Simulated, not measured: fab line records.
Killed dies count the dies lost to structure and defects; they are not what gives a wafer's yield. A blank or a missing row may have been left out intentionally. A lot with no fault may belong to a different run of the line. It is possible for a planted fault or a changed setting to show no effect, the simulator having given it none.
Check for tools in common + flow nand-harc + 12 lots and 36 wafers in the sample

## REASON IT WAS OPENED
Flagged at NHARC_P_ZERO_WELL_CD_MEAS_37: reading cd-nm, on 1 of 12 lots. No-fault wafers: 720.1 nm, standard deviation 1.7.
Rule: a lot gets a flag if all its wafers with a number sit over 4 standard deviations from that mean, or if no wafer of it has a number. All remaining lots are regarded as sound.

| lot  | measured    | on        | cd-nm (nm), wafer by wafer | flag    |
|------|-------------|-----------|----------------------------|---------|
| L902 | day 2 20:20 | cd-sem-01 | 717.9 719.7 718.8          |         |
| L903 | day 3 06:20 | cd-sem-02 | 720.4 718.9 720.6          |         |
| L905 | day 4 02:16 | cd-sem-01 | 718.8 718.7 719.4          |         |
| L906 | day 4 12:26 | cd-sem-03 | 721.9 719.3 721.3          |         |
| L907 | day 5 02:22 | cd-sem-01 | 721.7 719.7 718.5          |         |
| L909 | day 5 18:14 | cd-sem-03 | 721.2 721.5 721.1          |         |
| L910 | day 6 06:07 | cd-sem-02 | 718.9 719.1 719.8          |         |
| L911 | day 6 14:19 | cd-sem-01 | 721.6 721.8 722.0          |         |
| L912 | day 7 00:07 | cd-sem-03 | 722.7 720.6 719.6          |         |
| L913 | day 7 10:10 | cd-sem-02 | 722.3 720.7 721.0          |         |
| L916 | day 8 16:07 | cd-sem-02 | 765.1 762.0 763.6          | FLAGGED |
| L918 | day 9 12:04 | cd-sem-02 | 720.2 719.1 721.0          |         |
The numbers of the flagged lots are 763.6 nm on average: +43.5 nm against the usual, or +26 standard deviations.

## TOOL THAT RAN EACH LOT
The record keeps 1 process step preceding the reading, out of 1302 steps on the route. Cell contents, in order: the tool; ch with the chambers the sampled wafers went through; the start.
| lot  | flag    | NHARC_P_ZERO_WELL_EXPOSE_34      |
|------|---------|----------------------------------|
| L902 |         | krf-scanner-03 ch 0, day 2 20:10 |
| L903 |         | krf-scanner-02 ch 0, day 3 06:11 |
| L905 |         | krf-scanner-03 ch 0, day 4 02:06 |
| L906 |         | krf-scanner-02 ch 0, day 4 12:17 |
| L907 |         | krf-scanner-03 ch 0, day 5 02:13 |
| L909 |         | krf-scanner-02 ch 0, day 5 18:05 |
| L910 |         | krf-scanner-02 ch 0, day 6 05:56 |
| L911 |         | krf-scanner-03 ch 0, day 6 14:09 |
| L912 |         | krf-scanner-02 ch 0, day 6 23:58 |
| L913 |         | krf-scanner-03 ch 0, day 7 10:00 |
| L916 | FLAGGED | krf-scanner-02 ch 0, day 8 15:57 |
| L918 |         | krf-scanner-02 ch 0, day 9 11:55 |
What these steps do:
- NHARC_P_ZERO_WELL_EXPOSE_34: exposes mask P PWELL, target cd 720 nm.
- NHARC_P_ZERO_WELL_CD_MEAS_37: target cd 720 nm.

## FLAGGED OVER TOTAL, TOOL BY TOOL (the gauges that took the reading come last)
| step                         | tool           | lots run | flagged | share of the flagged lots | sound lots run after its first flagged lot |
|------------------------------|----------------|----------|---------|---------------------------|--------------------------------------------|
| NHARC_P_ZERO_WELL_EXPOSE_34  | krf-scanner-02 | 7        | 1       | all                       | 1 (L918)                                   |
| NHARC_P_ZERO_WELL_EXPOSE_34  | krf-scanner-03 | 5        | 0       | none                      | -                                          |
| NHARC_P_ZERO_WELL_CD_MEAS_37 | cd-sem-01      | 4        | 0       | none                      | -                                          |
| NHARC_P_ZERO_WELL_CD_MEAS_37 | cd-sem-02      | 5        | 1       | all                       | 1 (L918)                                   |
| NHARC_P_ZERO_WELL_CD_MEAS_37 | cd-sem-03      | 3        | 0       | none                      | -                                          |

## WHAT THE TABLE ALLOWS
krf-scanner-02 at NHARC_P_ZERO_WELL_EXPOSE_34 and cd-sem-02 at NHARC_P_ZERO_WELL_CD_MEAS_37 are the 2 rows of the table that ran each flagged lot.
- krf-scanner-02 at NHARC_P_ZERO_WELL_EXPOSE_34: 1 of its 7 lots flagged. Lots that were sound ran on it after the first flagged one (L918); a persistent fault on the entire tool would not allow that.
- cd-sem-02 at NHARC_P_ZERO_WELL_CD_MEAS_37: 1 of its 5 lots flagged. Lots that were sound ran on it after the first flagged one (L918); a persistent fault on the entire tool would not allow that.
No row of the table ran every flagged lot and no sound lot after the first.

## WHAT THE SIMULATOR HAD PUT IN
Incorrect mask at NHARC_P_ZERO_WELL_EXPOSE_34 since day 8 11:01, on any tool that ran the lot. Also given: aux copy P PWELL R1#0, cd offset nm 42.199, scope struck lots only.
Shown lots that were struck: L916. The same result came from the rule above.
